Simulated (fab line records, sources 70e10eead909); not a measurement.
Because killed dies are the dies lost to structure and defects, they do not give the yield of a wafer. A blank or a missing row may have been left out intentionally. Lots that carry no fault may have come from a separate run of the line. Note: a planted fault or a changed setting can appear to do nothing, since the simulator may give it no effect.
A lot that was struck, set against a sound lot ; flow nand_harc ; 14 steps out of a route of 1159
Sound: these wafers, L427.4, L427.5, L427.6. Wafers struck: L432.1, L432.2, L432.3. At the end, the cause is stated.
Per side, at each step with rows, come the tool, then ch with its chambers, and then its first start. Under that, the readings that differ: sound wafers ; struck wafers ; difference of the means ; sigmas: that difference in standard deviations of wafers without a fault.
alike: readings whose means differ by less than 2 such deviations, and words and numbers that are the same on both sides. not compared: withheld readings, readings that some wafer has no value for, bounds like >300 that may hide the same value, and numbers for which the record gives no deviation and whose values overlap.
A row with sigmas, a row that says differs or no value, or rows on one side alone: a step with any of these is where the two part. When numbers do not overlap yet have no deviation, they are printed without sigmas and do not part them. Lack of a reading on every wafer of one side parts them only where that side has two or more wafers.

first, 1 step without rows for these wafers: NHARC_A_SLIT_STRIP_28 (strips in O2/COS).
NHARC_A_SLIT_ETCH_29: etches the open film in CF4/O2, target depth 100 nm, overetch 10 nm, time 55 s.
  sound on rie_diel-08 ch 0,3, day 16 01:40; struck on rie_diel-12 ch 0,1,2, day 18 18:46
  alike: drypump_motor_current_A, oes_product_au, rf_vpp_V, showerhead_plenum_p_Torr, throttle_valve_pct
  not compared: rf_hours_counter_h
NHARC_A_SLIT_STRIP_18: strips in O2.
  sound on rie_diel-08 ch 0,3; struck on rie_diel-12 ch 0,1,3
  alike: drypump_motor_current_A, oes_product_au, rf_vpp_V, showerhead_plenum_p_Torr, throttle_valve_pct
  not compared: rf_hours_counter_h
then, 2 steps without rows for these wafers: NHARC_A_SLIT_PRECLEAN_19 (cleans in SC1); NHARC_A_SLIT_SRD_20.
NHARC_A_SLIT_CD_MEAS_21:
  struck on cd_sem-03, day 18 19:19; sound on cd_sem-01, day 16 02:12
  alike: cd_nm
then, 3 steps without rows for these wafers: NHARC_A_SIN_REMOVE_WET_00 (chemistry H3PO4, time 15300 s); NHARC_A_SIN_REMOVE_PRECLEAN_01 (cleans in SC1); NHARC_A_SIN_REMOVE_SRD_02.
NHARC_A_SIN_REMOVE_INSPECT_04:
  struck on defect_inspect-02, day 19 02:59; sound on defect_inspect-02, day 16 09:56
  alike: raw_defect_count
NHARC_A_WL_FILL_ALD_00: deposits Al2O3, target thk 3 nm, pulse time 3 s, ald cycles 30.
  sound on ald_hk-01 ch 0,1,2, day 16 10:03; struck on ald_hk-01 ch 1,2,3, day 19 05:18
  alike: heater_power_w, precursor_pulse_height_rel
NHARC_A_WL_FILL_RTA_01: time 5 s.
  sound on rtp_anneal-02 ch 0, day 16 10:21; struck on rtp_anneal-01 ch 0, day 19 05:35
reading;sound;struck;difference;sigmas
lamp_power_pct (%);33.9 33.9 33.9;29.2 29.2 29.2;-4.7;-11
lamp_zone_1_pct (%);34.0 33.8 33.9;29.2 29.2 29.2;-4.7;-11
lamp_zone_2_pct (%);33.9 33.9 33.9;29.2 29.2 29.2;-4.7;-11
lamp_zone_3_pct (%);33.9 33.9 33.9;29.2 29.2 29.2;-4.7;-11
lamp_zone_4_pct (%);33.8 34.0 33.9;29.2 29.2 29.2;-4.7;-11
lamp_zone_5_pct (%);33.9 33.9 33.9;29.2 29.2 29.1;-4.7;-11
lamp_zone_6_pct (%);33.8 33.8 33.8;29.1 29.1 29.1;-4.7;-11
lamp_zone_7_pct (%);34.4 34.5 34.5;29.8 29.8 29.8;-4.7;-11
wafer_temp_C_max;1006.4 1009.1 1007.5;962.9 961.5 961.9;-45.6;-25
NHARC_A_WL_FILL_ALD_02: deposits TiN, target thk 2 nm, pulse time 3 s, ald cycles 100.
  sound on ald_metal-01 ch 0,1,3, day 16 10:38; struck on ald_metal-04 ch 0,1,3, day 19 05:50
  alike: heater_power_w, precursor_pulse_height_rel
-- record jumps: 4 days between struck wafers' starts before vs after; left off in module A_WL_FILL, resumes in module END, first step shown is number 1159 of the route --
NHARC_END_SORT_01:
  here the record holds rows for the struck wafers (prober-01 ch 0, day 23 12:26) but none for the sound ones

WHERE THEY PART
First at NHARC_A_WL_FILL_RTA_01; last, within this record, at NHARC_END_SORT_01.

WHY: the cause the simulator had injected
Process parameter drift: rtp_anneal-01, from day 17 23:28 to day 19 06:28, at NHARC_A_WL_FILL_RTA_01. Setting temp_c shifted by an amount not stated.
